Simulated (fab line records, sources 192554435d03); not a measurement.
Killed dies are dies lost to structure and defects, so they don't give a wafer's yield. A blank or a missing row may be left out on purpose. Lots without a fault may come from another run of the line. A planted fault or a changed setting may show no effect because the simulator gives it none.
Chamber matching | flow n5_finfet | N5_FIN_SAQP_HM_OPEN_33 on rie_diel-03: 4 sister chambers
The step chemistry CH3F/O2, target SiNx, target depth 49.4 nm, time 70.6 s. 8 wafers are shown with their chamber, then 12 later ones without.

WAFERS WITH THEIR CHAMBER
wafer  | chamber | drypump_motor_current_A (A) | rf_vpp_V (V)
L082.3 | 3       | 5.5                         | 300
L088.5 | 2       | 5.4                         | 303
L088.6 | 1       | 6.3                         | 312
L090.4 | 1       | 6.3                         | 311
L090.5 | 2       | 5.4                         | 301
L091.1 | 0       | 5.8                         | 286
L091.2 | 3       | 5.4                         | 301
L091.6 | 0       | 5.8                         | 289

WAFERS WITHOUT THEIR CHAMBER
wafer  | drypump_motor_current_A (A) | rf_vpp_V (V)
L094.2 | 5.5                         | 302
L094.3 | 6.3                         | 312
L094.5 | 5.8                         | 289
L095.4 | 5.4                         | 300
L095.5 | 6.3                         | 311
L095.6 | 5.4                         | 303
L096.4 | 5.3                         | 303
L096.5 | 5.8                         | 286
L096.6 | 6.3                         | 312
L097.1 | 6.3                         | 311
L097.4 | 5.5                         | 300
L097.5 | 5.8                         | 287

WHICH CHAMBER EACH WENT THROUGH
wafer  | from the rows above     | in truth
L094.2 | can't be placed: 3 or 2 | 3
L094.3 | 1                       | 1
L094.5 | 0                       | 0
L095.4 | can't be placed: 2 or 3 | 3
L095.5 | 1                       | 1
L095.6 | can't be placed: 2 or 3 | 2
L096.4 | can't be placed: 2 or 3 | 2
L096.5 | 0                       | 0
L096.6 | 1                       | 1
L097.1 | 1                       | 1
L097.4 | can't be placed: 3 or 2 | 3
L097.5 | 0                       | 0
Placed correctly: 7 of 12. Can't be placed from these rows: 5 (the true chamber is among the candidates in 5). Placed wrongly: 0.
How it was worked out, from the rows above alone: a wafer's distance from a chamber is the root of the sum, over the readings, of the square of ((its reading less the chamber's mean) divided by the reading's scatter). The wafer belongs to the nearest chamber; if the next one is less than 2 further off, it can't be placed. A chamber's mean is the mean of its shown wafers. The scatter: the root of (the sum of the squares of (reading less its chamber's mean) over the shown wafers, divided by (wafers less chambers)).
